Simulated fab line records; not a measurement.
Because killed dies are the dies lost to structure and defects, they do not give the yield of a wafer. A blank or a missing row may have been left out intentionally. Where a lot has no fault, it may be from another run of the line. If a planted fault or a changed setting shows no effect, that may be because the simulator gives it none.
Matching of chambers :: flow nandHarc :: NHARC_A_CHANNEL_FILL_D1_STRIP_28 on rieDiel-11: 4 sister chambers
The step strips in O2, time 20 s. 4 wafers are shown with their chamber, then 9 later ones without.

== WAFERS WITH THEIR CHAMBER ==
wafer: L084.1
chamber: 1
oesProductAu (a.u.): 1.001

wafer: L085.1
chamber: 0
oesProductAu (a.u.): 0.991

wafer: L085.4
chamber: 2
oesProductAu (a.u.): 0.989

wafer: L085.6
chamber: 3
oesProductAu (a.u.): 0.991

== WAFERS WHOSE CHAMBER IS MISSING ==
wafer: L090.4
oesProductAu (a.u.): 0.997

wafer: L090.5
oesProductAu (a.u.): 1.014

wafer: L090.6
oesProductAu (a.u.): 1.009

wafer: L091.1
oesProductAu (a.u.): 0.995

wafer: L091.3
oesProductAu (a.u.): 1.011

wafer: L091.4
oesProductAu (a.u.): 1.008

wafer: L097.1
oesProductAu (a.u.): 0.997

wafer: L097.2
oesProductAu (a.u.): 1.015

wafer: L097.4
oesProductAu (a.u.): 1.001

== WHICH CHAMBER EACH WENT THROUGH ==
wafer: L090.4
from the rows above: can't be placed: 1 or 0 or 3 or 2
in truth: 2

wafer: L090.5
from the rows above: can't be placed: 1 or 0 or 3 or 2
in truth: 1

wafer: L090.6
from the rows above: can't be placed: 1 or 0 or 3 or 2
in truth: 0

wafer: L091.1
from the rows above: can't be placed: 0 or 3 or 1 or 2
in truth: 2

wafer: L091.3
from the rows above: can't be placed: 1 or 0 or 3 or 2
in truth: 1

wafer: L091.4
from the rows above: can't be placed: 1 or 0 or 3 or 2
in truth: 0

wafer: L097.1
from the rows above: can't be placed: 1 or 0 or 3 or 2
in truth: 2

wafer: L097.2
from the rows above: can't be placed: 1 or 0 or 3 or 2
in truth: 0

wafer: L097.4
from the rows above: can't be placed: 1 or 0 or 3 or 2
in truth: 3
Correct placement for 0 of the 9. From these rows, 9 cannot be placed; in 9 the true chamber is one of the candidates. Number placed wrongly: 0.
How it was worked out, from the rows above alone: a wafer's distance from a chamber is the root of the sum, over the readings, of the square of ((its reading less the chamber's mean) divided by the reading's scatter). If the next closest chamber is less than 2 further off than the closest, the wafer can't be placed; otherwise it belongs to the closest. For every chamber, the mean is computed from those of its wafers that are shown. The scatter: root of mean squared gap, hidden wafer to nearest shown wafer, with one shown wafer a chamber.
